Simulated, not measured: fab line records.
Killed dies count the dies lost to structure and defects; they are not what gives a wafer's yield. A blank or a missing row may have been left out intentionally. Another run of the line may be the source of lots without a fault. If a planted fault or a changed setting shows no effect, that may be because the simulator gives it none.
Split-lot trial / flow n5_finfet / 21 wafers read from 7 lots, route of 1938 steps

ON THE SPLIT
At N5_ZERO_LAYER_EXPOSE_08 (exposes mask ZERO, defocus 0 nm, target cd 2000 nm), the setting dose_mj was moved away from the recipe's 16.2 on 5 of the 21 wafers read, by -6.0% to +7.5%. This setting was run at the recipe's value on the other wafers.

FROM THE SPLIT TO THE READING: what the file shows between them, 3 steps
- N5_ZERO_LAYER_PEB_09 (also split here: peb_time_s)
- N5_ZERO_LAYER_DEVELOP_10: develop time 60 s
- N5_ZERO_LAYER_HARDBAKE_23: time 120 s

THE READING
cd_nm (nm) at N5_ZERO_LAYER_CD_MEAS_11, where the cd target is 2000 nm. A value of 2001.9 nm with a standard deviation of 1.6 nm is what fault-free wafers of this fab line usually give.

wafer=L074.3; tool, chamber at the split=krf_scanner-01, 0; dose_mj as run=16.2; against the recipe=recipe; cd_nm, nm=1999.5; against lot-mates on the recipe=-
wafer=L074.4; tool, chamber at the split=krf_scanner-01, 0; dose_mj as run=16.2; against the recipe=recipe; cd_nm, nm=2000.2; against lot-mates on the recipe=-
wafer=L074.5; tool, chamber at the split=krf_scanner-01, 0; dose_mj as run=16.2; against the recipe=recipe; cd_nm, nm=2002.7; against lot-mates on the recipe=-
wafer=L076.1; tool, chamber at the split=krf_scanner-02, 0; dose_mj as run=16.2; against the recipe=recipe; cd_nm, nm=2002.3; against lot-mates on the recipe=-
wafer=L076.4; tool, chamber at the split=krf_scanner-02, 0; dose_mj as run=15.23; against the recipe=-6.0%; cd_nm, nm=1990.6; against lot-mates on the recipe=-11.7
wafer=L076.6; tool, chamber at the split=krf_scanner-02, 0; dose_mj as run=15.23; against the recipe=-6.0%; cd_nm, nm=1990.3; against lot-mates on the recipe=-12.0
wafer=L080.2; tool, chamber at the split=krf_scanner-01, 0; dose_mj as run=16.2; against the recipe=recipe; cd_nm, nm=2003.0; against lot-mates on the recipe=-
wafer=L080.5; tool, chamber at the split=krf_scanner-01, 0; dose_mj as run=16.2; against the recipe=recipe; cd_nm, nm=2005.1; against lot-mates on the recipe=-
wafer=L080.6; tool, chamber at the split=krf_scanner-01, 0; dose_mj as run=16.2; against the recipe=recipe; cd_nm, nm=1999.8; against lot-mates on the recipe=-
wafer=L081.3; tool, chamber at the split=krf_scanner-01, 0; dose_mj as run=17.18; against the recipe=+6.0%; cd_nm, nm=2016.0; against lot-mates on the recipe=+9.4
wafer=L081.4; tool, chamber at the split=krf_scanner-01, 0; dose_mj as run=16.2; against the recipe=recipe; cd_nm, nm=2005.3; against lot-mates on the recipe=-
wafer=L081.6; tool, chamber at the split=krf_scanner-01, 0; dose_mj as run=16.2; against the recipe=recipe; cd_nm, nm=2007.9; against lot-mates on the recipe=-
wafer=L088.1; tool, chamber at the split=krf_scanner-01, 0; dose_mj as run=16.2; against the recipe=recipe; cd_nm, nm=2002.7; against lot-mates on the recipe=-
wafer=L088.2; tool, chamber at the split=krf_scanner-01, 0; dose_mj as run=16.2; against the recipe=recipe; cd_nm, nm=2001.7; against lot-mates on the recipe=-
wafer=L088.5; tool, chamber at the split=krf_scanner-01, 0; dose_mj as run=16.2; against the recipe=recipe; cd_nm, nm=1999.3; against lot-mates on the recipe=-
wafer=L090.1; tool, chamber at the split=krf_scanner-01, 0; dose_mj as run=15.72; against the recipe=-3.0%; cd_nm, nm=1998.5; against lot-mates on the recipe=-3.9
wafer=L090.4; tool, chamber at the split=krf_scanner-01, 0; dose_mj as run=16.2; against the recipe=recipe; cd_nm, nm=2002.6; against lot-mates on the recipe=-
wafer=L090.6; tool, chamber at the split=krf_scanner-01, 0; dose_mj as run=16.2; against the recipe=recipe; cd_nm, nm=2002.2; against lot-mates on the recipe=-
wafer=L097.1; tool, chamber at the split=krf_scanner-02, 0; dose_mj as run=17.41; against the recipe=+7.5%; cd_nm, nm=2013.6; against lot-mates on the recipe=+12.9
wafer=L097.2; tool, chamber at the split=krf_scanner-02, 0; dose_mj as run=16.2; against the recipe=recipe; cd_nm, nm=2001.1; against lot-mates on the recipe=-
wafer=L097.5; tool, chamber at the split=krf_scanner-02, 0; dose_mj as run=16.2; against the recipe=recipe; cd_nm, nm=2000.2; against lot-mates on the recipe=-

THE FIT
A straight line over all 21 wafers: cd_nm changes by +1.85 nm for each +1% of dose_mj; r = +0.93; the points scatter about the line by 2.3 nm.
The same after taking each lot's own level away (the mean of its wafers on the recipe; 21 wafers): +1.78 nm for each +1%; r = +0.97; scatter 1.4 nm.
That fit puts the effect of the largest move of dose_mj on the reading at 13 nm.
Across the lots, their own levels run from 2000.65 to 2006.60 nm, a range of 3.7 times the standard deviation given above.
The two slopes are in agreement: the lot-to-lot level therefore moves the slope only a little.
Check: with one of the wafers moved furthest among these (+7.5%) left out of the fit, the line predicts +13.2 nm for it against its lot-mates. It came out at +12.9 nm against them.

ADDITIONAL SPLITS CARRIED BY THESE WAFERS
Note: prior to the reading, these wafers also went through further splits. Each is held against what the fit with the lots' levels taken away leaves over:
other split on the same wafers=N5_ZERO_LAYER_PEB_09 peb_time_s; wafers away from the commonest value=as run: not given for these wafers; r with cd_nm (lot level and that fit taken away)=-

THE WHOLE CHAIN: every reading that the file lists as answering this split, in the file's order
step=N5_ZERO_LAYER_CD_MEAS_11; what it does=target cd 2000 nm; reading=cd_nm; change (the file's fit)=+1.72 nm for each +1% of the setting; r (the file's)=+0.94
step=N5_ZERO_LAYER_DESCUM_16; what it does=chemistry O2, time 7.9 s; reading=ZERO_LAYER.cd_nm (the simulator's own value, which no gauge read); change (the file's fit)=+1.73 nm for each +1% of the setting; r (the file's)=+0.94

THE FILE'S OWN FIT
cd_nm changes by +1.72 nm for each +1% of dose_mj, r = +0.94.
